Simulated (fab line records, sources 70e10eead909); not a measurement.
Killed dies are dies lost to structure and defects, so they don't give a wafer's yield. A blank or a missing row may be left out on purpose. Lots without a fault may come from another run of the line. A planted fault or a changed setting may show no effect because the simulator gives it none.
fab line records | flow nand_harc
record lots=4 wafers=12 last_day=33
route steps=1302 shown A_CHANNEL_HOLE_D2@570
lots that met no fault: from a run of the same line without faults
start_h: hours from the record's first day to the start of the lot's first wafer shown | wait_h: hours since the lot's step before | " the same as in the row above | L1.1+2: a row that stands for several wafers | - no value, or no start given | * or withheld: withheld | < > ~ a bound
route shown NAME@n: a module of which the file shows steps, and the number in the route of the first | usual: mean/standard deviation of fault-free wafers | same: alike in all rows | chamber/n: place in a boat | sites: the reading at each site | _std_site: their standard deviation | _edge_site: outer sites' mean less inner sites' | radius_mm: how far each site lies from the wafer's centre | mask NAME#n: copy n | behind: the tool/chamber that last shaped the wafer | hold: why the lot was held/for how many hours/how that ended | device: the transistor (n, p or np) that didn't switch | end of line: the same wafers' tests at the end of the route | a step without rows: its recipe alone | killed: dies lost to structure and defects at the first sort, not the wafer's yield | map: a wafer's dies, x killed, . not, _ none there
set.NAME: the setting as run; set.NAME@STEP: as run at that earlier step | model.NAME: the simulator's own value behind a step, which no gauge read
lots at some steps of the route; a table a step, a row a wafer
services: from which hour (start_h, from the record's first day; less than 0 if before it) a tool's chamber was out of use, for how many hours, and why
## steps
# step NHARC_A_CHANNEL_HOLE_D2_DEP_00
# recipe target_thk_a=31000 temp_c=400 material=aC
# step NHARC_A_CHANNEL_HOLE_D2_DEP_01
# recipe target_thk_a=1400 target_thk_nm=140 temp_c=400 pressure_torr=3.5 flow_sccm=200 rf_w=350 material=SiON
# step NHARC_A_CHANNEL_HOLE_D2_DEHYDRATE_02
# recipe temp_c=150 time_s=120
# step NHARC_A_CHANNEL_HOLE_D2_HMDS_03
# recipe time_s=30
# step NHARC_A_CHANNEL_HOLE_D2_COAT_36
# recipe temp_c=260 time_s=75
# step NHARC_A_CHANNEL_HOLE_D2_COAT_37
# recipe temp_c=225 time_s=65
# step NHARC_A_CHANNEL_HOLE_D2_COAT_04
# recipe spin_rpm=1500 resist_thk_nm=90
# step NHARC_A_CHANNEL_HOLE_D2_SOFTBAKE_05
# recipe temp_c=105 time_s=55
# step NHARC_A_CHANNEL_HOLE_D2_EBR_06
# step NHARC_A_CHANNEL_HOLE_D2_EXPOSE_07
# recipe na=1.35 target_cd_nm=100 sigma_outer=0.3 dose_mj=59.65 mask_id=HOLE_D2
# usual exposure_dose_mJ_cm2=59.63/0.13 focus_offset_nm=0.0/0.5
# columns lot.wafer tool chamber start_h wait_h mask exposure_dose_mJ_cm2 focus_offset_nm
L133.4 arfi_scanner-02 0 281.83 - HOLE_D2#0 59.60 -0.2
L133.5 " 0 " " HOLE_D2#0 59.55 -0.5
L133.6 " 0 " " HOLE_D2#0 59.57 -0.9
L149.1 arfi_scanner-02 0 452.78 - HOLE_D2#0 57.99 0.2
L149.2 " 0 " " HOLE_D2#0 57.98 -0.4
L149.6 " 0 " " HOLE_D2#0 57.95 -0.3
L153.2 arfi_scanner-02 0 496.89 - HOLE_D2#0 58.38 -0.5
L153.5 " 0 " " HOLE_D2#0 58.40 0.9
L153.6 " 0 " " HOLE_D2#0 58.38 -0.1
L155.1 arfi_scanner-01 0 517.08 - HOLE_D2#0 59.48 0.2
L155.2 " 0 " " HOLE_D2#0 59.44 -0.3
L155.3 " 0 " " HOLE_D2#0 59.42 -0.5
# step NHARC_A_CHANNEL_HOLE_D2_PEB_08
# recipe peb_temp_c=100 peb_time_s=65
# step NHARC_A_CHANNEL_HOLE_D2_DEVELOP_09
# recipe develop_time_s=35 dev_temp_c=23
# step NHARC_A_CHANNEL_HOLE_D2_DESCUM_15
# recipe time_s=3 o2_flow_sccm=200 ar_flow_sccm=0 bias_power_w=0 chemistry=O2
# usual drypump_motor_current_A=5.8/0.32 oes_product_au=0.998/0.0075 rf_vpp_V=57.8/0.93 showerhead_plenum_p_Torr=1.94/0.061 throttle_valve_pct=11.313/0.009
# columns lot.wafer tool chamber start_h wait_h drypump_motor_current_A oes_product_au rf_hours_counter_h rf_vpp_V showerhead_plenum_p_Torr throttle_valve_pct model.A_CHANNEL_HOLE_D2.cd_nm
L133.4 rie_diel-06 1 282.17 0.1 5.9 0.996 8.0 58.1 2.00 11.311 99.8
L133.5 " 2 " " 5.9 0.994 - 57.7 1.92 11.320 100.5
L133.6 " 3 " " 6.0 1.002 - 56.4 1.92 11.320 100.3
L149.2 rie_diel-01 3 453.13 0.1 6.3 0.993 3.0 57.2 1.96 11.313 99.06
L149.1 " 0 " " 5.5 0.995 4.1 58.4 1.94 11.311 99.05
L149.6 " 1 " " 6.0 0.987 - 57.3 1.93 11.316 98.69
L153.2 rie_diel-07 1 497.22 0.1 6.5 0.990 1.8 56.8 1.85 11.321 98.81
L153.6 " 0 " " 5.4 0.997 - 56.4 1.83 11.311 98.52
L153.5 " 1 " " 6.5 1.002 - 56.8 1.85 11.318 98.55
L155.3 rie_diel-01 1 517.40 0.1 6.0 1.003 8.3 57.3 1.93 11.313 98.87
L155.2 " 3 " " 6.3 1.003 6.9 57.8 1.96 11.321 99.39
L155.1 " 0 " " 5.5 0.999 7.9 56.7 1.94 11.309 99.41
# step NHARC_A_CHANNEL_HOLE_D2_ETCH_38
# recipe target_depth_a=390 over_etch_frac=0.3 time_s=65 ion_energy_ev=80 cf4_flow_sccm=150 ar_flow_sccm=0 rf_w=300 bias_w=100 chemistry=CF4
# step NHARC_A_CHANNEL_HOLE_D2_ETCH_39
# recipe target_depth_a=2600 over_etch_frac=0.3 time_s=325 ion_energy_ev=200 n2_flow_sccm=150 h2_flow_sccm=150 ar_flow_sccm=0 rf_w=400 bias_w=150 chemistry=N2/H2
# step NHARC_A_CHANNEL_HOLE_D2_ETCH_34
# recipe target_depth_a=1540 time_s=77 cf4_flow_sccm=100 chf3_flow_sccm=30 ar_flow_sccm=0 rf_w=500 bias_w=200 chemistry=CF4/CHF3
# step NHARC_A_CHANNEL_HOLE_D2_ETCH_16
# recipe target_depth_a=31000 over_etch_frac=0.3 time_s=806 ion_energy_ev=150 o2_flow_sccm=400 cos_flow_sccm=20 ar_flow_sccm=0 rf_w=500 bias_w=300 chemistry=O2/COS
# step NHARC_A_CHANNEL_HOLE_D2_ETCH_19
# recipe bias_v=1200 source_w=2500 pressure_mtorr=15 time_s=34.5 ar_flow_sccm=375 c4f8_flow_sccm=28.8 o2_flow_sccm=96.2 temp_c=-20 target_depth_a=* chemistry=C4F8/O2/Ar
# step NHARC_A_CHANNEL_HOLE_D2_ETCH_20
# recipe bias_v=3000 source_w=withheld pressure_mtorr=20 time_s=361.9 ar_flow_sccm=375 c4f8_flow_sccm=89.3 o2_flow_sccm=35.7 temp_c=-20 target_depth_a=16000 chemistry=C4F8/O2/Ar
# step NHARC_A_CHANNEL_HOLE_D2_ETCH_21
# recipe bias_v=3000 source_w=withheld pressure_mtorr=20 time_s=514.3 ar_flow_sccm=375 c4f8_flow_sccm=89.3 o2_flow_sccm=35.7 temp_c=-20 target_depth_a=16000 chemistry=C4F8/O2/Ar
# step NHARC_A_CHANNEL_HOLE_D2_ETCH_22
# recipe bias_v=3000 source_w=withheld pressure_mtorr=20 time_s=666.7 ar_flow_sccm=375 c4f8_flow_sccm=89.3 o2_flow_sccm=35.7 temp_c=-20 target_depth_a=16000 chemistry=C4F8/O2/Ar
# step NHARC_A_CHANNEL_HOLE_D2_ETCH_23
# recipe bias_v=5000 source_w=withheld pressure_mtorr=20 time_s=819 ar_flow_sccm=375 c4f8_flow_sccm=89.3 o2_flow_sccm=35.7 temp_c=-20 target_depth_a=16000 chemistry=C4F8/O2/Ar
# step NHARC_A_CHANNEL_HOLE_D2_ETCH_24
# recipe bias_v=5000 source_w=withheld pressure_mtorr=20 time_s=906.2 ar_flow_sccm=375 c4f8_flow_sccm=93.8 o2_flow_sccm=31.2 temp_c=-20 target_depth_a=15000 chemistry=C4F8/O2/Ar
# step NHARC_A_CHANNEL_HOLE_D2_ETCH_25
# recipe bias_v=5000 source_w=withheld pressure_mtorr=20 time_s=1040.2 ar_flow_sccm=375 c4f8_flow_sccm=93.8 o2_flow_sccm=31.2 temp_c=-20 target_depth_a=15000 chemistry=C4F8/O2/Ar
# step NHARC_A_CHANNEL_HOLE_D2_ETCH_26
# recipe bias_v=300 source_w=2000 pressure_mtorr=30 time_s=224.1 ar_flow_sccm=375 c4f8_flow_sccm=11.4 o2_flow_sccm=113.6 temp_c=-20 target_depth_a=3000 chemistry=C4F8/O2/Ar
# step NHARC_A_CHANNEL_HOLE_D2_ETCH_27
# recipe bias_v=400 source_w=2000 pressure_mtorr=25 time_s=90 ar_flow_sccm=375 c4f8_flow_sccm=41.7 o2_flow_sccm=83.3 temp_c=-20 target_depth_a=4000 chemistry=C4F8/O2/Ar
# step NHARC_A_CHANNEL_HOLE_D2_STRIP_41
# recipe n2_flow_sccm=150 h2_flow_sccm=150 ar_flow_sccm=0 bias_w=0 chemistry=N2/H2
# step NHARC_A_CHANNEL_HOLE_D2_STRIP_42
# recipe cf4_flow_sccm=100 chf3_flow_sccm=30 ar_flow_sccm=0 bias_w=0 chemistry=CF4/CHF3
# step NHARC_A_CHANNEL_HOLE_D2_STRIP_43
# recipe o2_flow_sccm=400 cos_flow_sccm=20 ar_flow_sccm=0 bias_w=0 chemistry=O2/COS
# step NHARC_A_CHANNEL_HOLE_D2_ETCH_44
# recipe target_depth_a=1400 overetch_a=140 time_s=77 ion_energy_ev=100 cf4_flow_sccm=80 o2_flow_sccm=20 ar_flow_sccm=0 rf_w=300 bias_w=100 chemistry=CF4/O2
# usual drypump_motor_current_A=5.8/0.36 oes_product_au=0.999/0.008 rf_vpp_V=198.0/1.2 showerhead_plenum_p_Torr=1.35/0.044 throttle_valve_pct=13.397/0.0094
# columns lot.wafer tool chamber start_h wait_h drypump_motor_current_A oes_product_au rf_hours_counter_h rf_vpp_V showerhead_plenum_p_Torr throttle_valve_pct model.A_CHANNEL_HOLE_D2.cd_nm
L133.4 rie_diel-01 3 288.07 0.1 6.3 1.000 5.0 197.0 1.37 13.417 89.02
L133.5 " 2 " " 5.4 0.997 - 196.1 1.32 13.392 91.22
L133.6 " 3 " " 6.3 1.008 - 198.8 1.37 13.426 89.98
L149.1 rie_diel-06 2 459.04 0.0 5.9 1.003 8.1 197.8 1.34 13.401 88.85
L149.2 " 3 " " 5.9 0.989 8.6 198.9 1.34 13.416 88.27
L149.6 " 2 " " 6.0 1.016 - 197.3 1.34 13.378 88.73
L153.2 rie_diel-06 1 503.12 0.1 5.9 0.981 0.5 198.5 1.39 13.402 90.68
L153.6 " 0 " " 5.7 0.989 - 198.4 1.40 13.395 88.59
L153.5 " 1 " " 5.9 0.986 - 199.2 1.39 13.374 88.93
L155.1 rie_diel-06 1 523.30 0.1 5.9 0.993 1.2 198.4 1.39 13.407 90.68
L155.2 " 2 " " 5.9 0.989 1.2 197.8 1.34 13.405 88.98
L155.3 " 0 " " 5.7 0.996 1.5 197.9 1.40 13.378 88.41
# step NHARC_A_CHANNEL_HOLE_D2_STRIP_28
# recipe o2_flow_sccm=500 ar_flow_sccm=0 bias_w=0 chemistry=O2
## services
# columns tool chamber start_h hours kind
rie_diel-07 0 269.96 5.8 repair
rie_diel-07 3 278.54 36.4 repair
arfi_scanner-02 - 284.68 1.4 repair
arfi_scanner-02 - 287.94 79.3 repair
rie_diel-07 - 294.20 9.0 pm
rie_diel-06 - 307.23 9.0 pm
rie_diel-01 1 308.31 2.6 repair
rie_diel-01 0 321.32 18.6 repair
rie_diel-06 - 337.70 0.9 repair
rie_diel-06 2 343.02 4.8 repair
rie_diel-07 3 346.56 9.8 repair
arfi_scanner-01 - 358.65 1.0 repair
rie_diel-01 - 358.92 0.4 repair
arfi_scanner-02 - 367.26 4.0 pm
rie_diel-01 - 380.80 9.0 pm
rie_diel-01 2 398.85 3.9 repair
arfi_scanner-01 - 411.97 0.9 repair
arfi_scanner-02 - 419.83 4.1 repair
arfi_scanner-01 - 424.00 4.0 pm
rie_diel-07 3 426.51 13.0 repair
rie_diel-06 - 484.23 9.0 pm
arfi_scanner-02 - 488.72 0.4 repair
arfi_scanner-02 - 493.16 3.3 repair
rie_diel-01 3 496.51 3.5 repair
## key
first_sign step=NHARC_A_CHANNEL_HOLE_D2_EXPOSE_07 reading=exposure_dose_mJ_cm2 direction=down sigmas=12 usual=59.63 struck=58.18
effect none on later readings
model_effect step=NHARC_A_CHANNEL_HOLE_D2_DESCUM_15 value=A_CHANNEL_HOLE_D2.cd_nm without=99.93 struck=98.78
model_effect step=NHARC_A_CHANNEL_HOLE_D2_ETCH_44 value=A_CHANNEL_HOLE_D2.cd_nm without=90.16 struck=89.01
met_at NHARC_A_CHANNEL_HOLE_D2_EXPOSE_07
struck_wafers L149.1,L149.2,L149.6,L153.2,L153.5,L153.6
tester_left_out L149,L153
loop_trim step=NHARC_A_CHANNEL_HOLE_D2_EXPOSE_07 setting=dose lots=L153
onset_between 281.83 452.78
fault kind=process_parameter_drift tool=arfi_scanner-02 chamber=- onset_h=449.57 steps=NHARC_A_CHANNEL_HOLE_D2_EXPOSE_07 channel=dose_mj offset=-1.5703 shape=step acts_in=these_recipes_only stated=59.65
# tester_left_out: of these lots the tester's yield and bins aren't shown, on N5 and GAA mostly nor the transistor test; their killed dies are dies lost to structure and defects alone, not to doping, threshold or leakage, so they don't give the yield
# loop_trim: a control loop set the setting to another value than it would have without faults
